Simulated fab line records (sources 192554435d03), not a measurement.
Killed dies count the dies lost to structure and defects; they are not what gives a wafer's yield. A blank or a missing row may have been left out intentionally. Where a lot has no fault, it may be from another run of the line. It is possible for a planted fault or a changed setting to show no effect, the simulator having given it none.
Matching of chambers | flow n5 finfet | 4 sister chambers for N5_BEOL_M1_VIA_ETCH_34 on rie diel-02
The step etches the open film in C4F6/O2, target depth 67.8 nm, time 64.4 s. 24 wafers are shown with their chamber, then 12 later ones without.

## WAFERS PAIRED WITH THEIR CHAMBERS
wafer  | chamber | showerhead plenum p Torr (Torr) | drypump motor current A (A) | rf vpp V (V)
L074.1 | 0       | 2.85                            | 6.5                         | 684
L074.2 | 2       | 2.82                            | 5.9                         | 658
L074.6 | 1       | 2.94                            | 5.7                         | 668
L076.3 | 2       | 2.82                            | 5.8                         | 656
L076.4 | 0       | 2.85                            | 6.5                         | 682
L076.5 | 2       | 2.82                            | 5.8                         | 657
L077.2 | 3       | 2.72                            | 6.5                         | 654
L077.3 | 2       | 2.82                            | 5.8                         | 656
L077.5 | 1       | 2.94                            | 5.7                         | 669
L084.4 | 1       | 2.94                            | 5.7                         | 668
L084.5 | 1       | 2.94                            | 5.7                         | 668
L084.6 | 2       | 2.81                            | 5.8                         | 654
L086.2 | 2       | 2.81                            | 5.8                         | 655
L086.3 | 0       | 2.84                            | 6.5                         | 684
L086.4 | 1       | 2.93                            | 5.7                         | 667
L087.2 | 1       | 2.93                            | 5.7                         | 667
L087.3 | 2       | 2.81                            | 5.8                         | 657
L087.4 | 3       | 2.72                            | 6.5                         | 653
L090.1 | 2       | 2.81                            | 5.9                         | 656
L090.2 | 3       | 2.72                            | 6.6                         | 654
L090.4 | 0       | 2.84                            | 6.5                         | 682
L089.2 | 3       | 2.72                            | 6.5                         | 654
L089.4 | 1       | 2.93                            | 5.7                         | 667
L089.5 | 2       | 2.81                            | 5.8                         | 656

SIGNATURES, as means of the wafers listed above
reading                  | chamber 0 | chamber 1 | chamber 2 | chamber 3 | scatter within a chamber
showerhead plenum p Torr | 2.8450    | 2.9357    | 2.8144    | 2.7200    | 0.00497
drypump motor current A  | 6.500     | 5.700     | 5.822     | 6.525     | 0.034
rf vpp V                 | 683.00    | 667.71    | 656.11    | 653.75    | 0.976
Rule: for each reading, subtract the chamber's mean from the wafer's reading, divide by that reading's scatter and square the result; add these up over the readings and take the root, which gives the wafer's distance from the chamber. If the next closest chamber is less than 2 further off than the closest, the wafer can't be placed; otherwise it belongs to the closest. The scatter: take each reading less its chamber's mean, square it, sum over the shown wafers, divide by the number of wafers less the number of chambers, and take the root.

## WAFERS WHOSE CHAMBER IS MISSING
wafer  | showerhead plenum p Torr (Torr) | drypump motor current A (A) | rf vpp V (V)
L091.2 | 2.81                            | 5.9                         | 657
L091.4 | 2.72                            | 6.5                         | 653
L091.5 | 2.84                            | 6.6                         | 683
L095.3 | 2.80                            | 5.9                         | 656
L095.4 | 2.93                            | 5.7                         | 668
L095.5 | 2.93                            | 5.7                         | 668
L097.2 | 2.83                            | 6.5                         | 684
L097.4 | 2.93                            | 5.7                         | 668
L097.6 | 2.71                            | 6.5                         | 655
L096.2 | 2.71                            | 6.5                         | 654
L096.3 | 2.83                            | 6.5                         | 683
L096.5 | 2.83                            | 6.5                         | 683

## THE CHAMBER EACH PASSED THROUGH
wafer  | from the rows above | in truth
L091.2 | 2                   | 2
L091.4 | 3                   | 3
L091.5 | 0                   | 0
L095.3 | 2                   | 2
L095.4 | 1                   | 1
L095.5 | 1                   | 1
L097.2 | 0                   | 0
L097.4 | 1                   | 1
L097.6 | 3                   | 3
L096.2 | 3                   | 3
L096.3 | 0                   | 0
L096.5 | 0                   | 0
Placed correctly: 12 of 12. From these rows, 0 cannot be placed. Number placed wrongly: 0.
